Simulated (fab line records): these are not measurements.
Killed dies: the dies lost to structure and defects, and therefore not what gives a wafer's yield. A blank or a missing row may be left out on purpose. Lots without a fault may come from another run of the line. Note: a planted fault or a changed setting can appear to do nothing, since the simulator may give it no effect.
Matching of chambers :: flow n5-finfet :: N5_STI_FIN_REVEAL_STRIP_24 on rie-diel-05: 4 sister chambers
The step strips in N2/H2, time 90 s. 4 wafers are shown with their chamber, then 10 later ones without.

== WAFERS, EACH WITH ITS CHAMBER ==
wafer: L083.5
chamber: 3
drypump-motor-current-A (A): 6.5

wafer: L084.4
chamber: 2
drypump-motor-current-A (A): 5.2

wafer: L085.1
chamber: 1
drypump-motor-current-A (A): 5.6

wafer: L085.2
chamber: 0
drypump-motor-current-A (A): 5.4

== WAFERS WITHOUT THEIR CHAMBER ==
wafer: L085.6
drypump-motor-current-A (A): 5.4

wafer: L089.2
drypump-motor-current-A (A): 6.5

wafer: L089.4
drypump-motor-current-A (A): 5.2

wafer: L089.5
drypump-motor-current-A (A): 5.6

wafer: L091.2
drypump-motor-current-A (A): 5.6

wafer: L091.3
drypump-motor-current-A (A): 5.2

wafer: L091.6
drypump-motor-current-A (A): 5.6

wafer: L094.1
drypump-motor-current-A (A): 5.7

wafer: L094.5
drypump-motor-current-A (A): 6.5

wafer: L094.6
drypump-motor-current-A (A): 5.6

== CHAMBER TAKEN BY EACH ==
wafer: L085.6
from the rows above: 0
in truth: 0

wafer: L089.2
from the rows above: 3
in truth: 3

wafer: L089.4
from the rows above: 2
in truth: 2

wafer: L089.5
from the rows above: 1
in truth: 1

wafer: L091.2
from the rows above: 1
in truth: 1

wafer: L091.3
from the rows above: 2
in truth: 2

wafer: L091.6
from the rows above: 1
in truth: 1

wafer: L094.1
from the rows above: 1
in truth: 1

wafer: L094.5
from the rows above: 3
in truth: 3

wafer: L094.6
from the rows above: 1
in truth: 1
Correctly placed: 10 of 10. Number that these rows cannot place: 0. 0 placed wrongly.
How it was worked out, from the rows above alone: a wafer's distance from a chamber is the root of the sum, over the readings, of the square of ((its reading less the chamber's mean) divided by the reading's scatter). If the next closest chamber is less than 2 further off than the closest, the wafer can't be placed; otherwise it belongs to the closest. The mean given for a chamber averages the wafers shown for that chamber. The scatter: root of mean squared gap, hidden wafer to nearest shown wafer, with one shown wafer a chamber.
